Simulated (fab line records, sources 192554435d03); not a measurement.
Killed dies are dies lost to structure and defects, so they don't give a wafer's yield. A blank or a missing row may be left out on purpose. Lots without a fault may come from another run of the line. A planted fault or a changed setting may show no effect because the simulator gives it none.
Chamber matching | flow n5_finfet | N5_STI_FIN_REVEAL_CMP_04 on cmp-02: 4 sister chambers
The step polishes, stops on Si3N4, t overpolish 4 s, target thk 131.83 nm. 8 wafers are shown with their chamber, then 12 later ones without.

WAFERS WITH THEIR CHAMBER
wafer  | chamber | time_to_endpoint_s (s) | motor_current_A (A)
L087.3 | 3       | 93                     | 7.5
L087.6 | 0       | 96                     | 7.4
L088.2 | 1       | 113                    | 8.0
L088.4 | 2       | 99                     | 7.2
L088.6 | 2       | 102                    | 7.2
L088.1 | 3       | 92                     | 7.8
L088.3 | 0       | 98                     | 7.1
L088.5 | 1       | 111                    | 8.1

WAFERS WITHOUT THEIR CHAMBER
wafer  | time_to_endpoint_s (s) | motor_current_A (A)
L090.1 | 97                     | 7.6
L090.2 | 95                     | 7.6
L090.5 | 110                    | 7.6
L092.2 | 92                     | 8.0
L092.5 | 93                     | 8.0
L092.6 | 92                     | 7.3
L092.1 | 110                    | 7.9
L092.3 | 94                     | 8.0
L092.4 | 103                    | 7.6
L093.2 | 104                    | 7.1
L093.4 | 98                     | 7.8
L093.5 | 118                    | 7.9

WHICH CHAMBER EACH WENT THROUGH
wafer  | from the rows above          | in truth
L090.1 | can't be placed: 0 or 3 or 2 | 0
L090.2 | can't be placed: 3 or 0      | 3
L090.5 | 1                            | 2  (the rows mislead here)
L092.2 | 3                            | 3
L092.5 | 3                            | 3
L092.6 | can't be placed: 3 or 0      | 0
L092.1 | 1                            | 1
L092.3 | 3                            | 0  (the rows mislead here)
L092.4 | can't be placed: 2 or 0      | 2
L093.2 | 2                            | 2
L093.4 | can't be placed: 0 or 3 or 2 | 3
L093.5 | 1                            | 1
Placed correctly: 5 of 12. Can't be placed from these rows: 5 (the true chamber is among the candidates in 5). Placed wrongly: 2.
How it was worked out, from the rows above alone: a wafer's distance from a chamber is the root of the sum, over the readings, of the square of ((its reading less the chamber's mean) divided by the reading's scatter). The wafer belongs to the nearest chamber; if the next one is less than 2 further off, it can't be placed. A chamber's mean is the mean of its shown wafers. The scatter: the root of (the sum of the squares of (reading less its chamber's mean) over the shown wafers, divided by (wafers less chambers)).
